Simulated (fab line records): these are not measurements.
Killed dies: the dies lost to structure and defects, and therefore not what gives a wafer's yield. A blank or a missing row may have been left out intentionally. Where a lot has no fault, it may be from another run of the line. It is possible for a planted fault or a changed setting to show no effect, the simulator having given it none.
Chamber matching -- flow nand harc -- 3 sister chambers for NHARC_A_CONTACT_DEP_29 on pecvd-04
The step deposits SiON, target thk 70 nm. 3 wafers are shown with their chamber, then 11 later ones without.

== EACH WAFER AND ITS CHAMBER ==
wafer,chamber,showerhead vpp V (V)
L091.4,0,1147
L091.6,2,1197
L090.1,1,1138

== WAFERS WITH NO CHAMBER GIVEN ==
wafer,showerhead vpp V (V)
L090.2,1189
L090.6,1168
L086.1,1157
L086.3,1142
L086.5,1161
L097.1,1189
L097.2,1166
L097.6,1165
L096.1,1173
L096.4,1165
L096.5,1140

== CHAMBER TAKEN BY EACH ==
wafer,from the rows above,in truth
L090.2,2,2
L090.6,can't be placed: 0 or 2 or 1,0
L086.1,can't be placed: 0 or 1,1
L086.3,can't be placed: 1 or 0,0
L086.5,can't be placed: 0 or 1 or 2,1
L097.1,2,2
L097.2,can't be placed: 0 or 1 or 2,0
L097.6,can't be placed: 0 or 1 or 2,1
L096.1,can't be placed: 2 or 0 or 1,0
L096.4,can't be placed: 0 or 1 or 2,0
L096.5,can't be placed: 1 or 0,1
Correct placement for 2 of the 11. These rows do not allow placing 9 (true chamber among the candidates in 9). Wrongly placed: 0.
How it was worked out, from the rows above alone: a wafer's distance from a chamber is the root of the sum, over the readings, of the square of ((its reading less the chamber's mean) divided by the reading's scatter). If the next closest chamber is less than 2 further off than the closest, the wafer can't be placed; otherwise it belongs to the closest. Each chamber's mean is taken over the wafers shown for it. The scatter: with one shown wafer a chamber, the root of the mean of the squares of how far each hidden wafer lies from its nearest shown one.
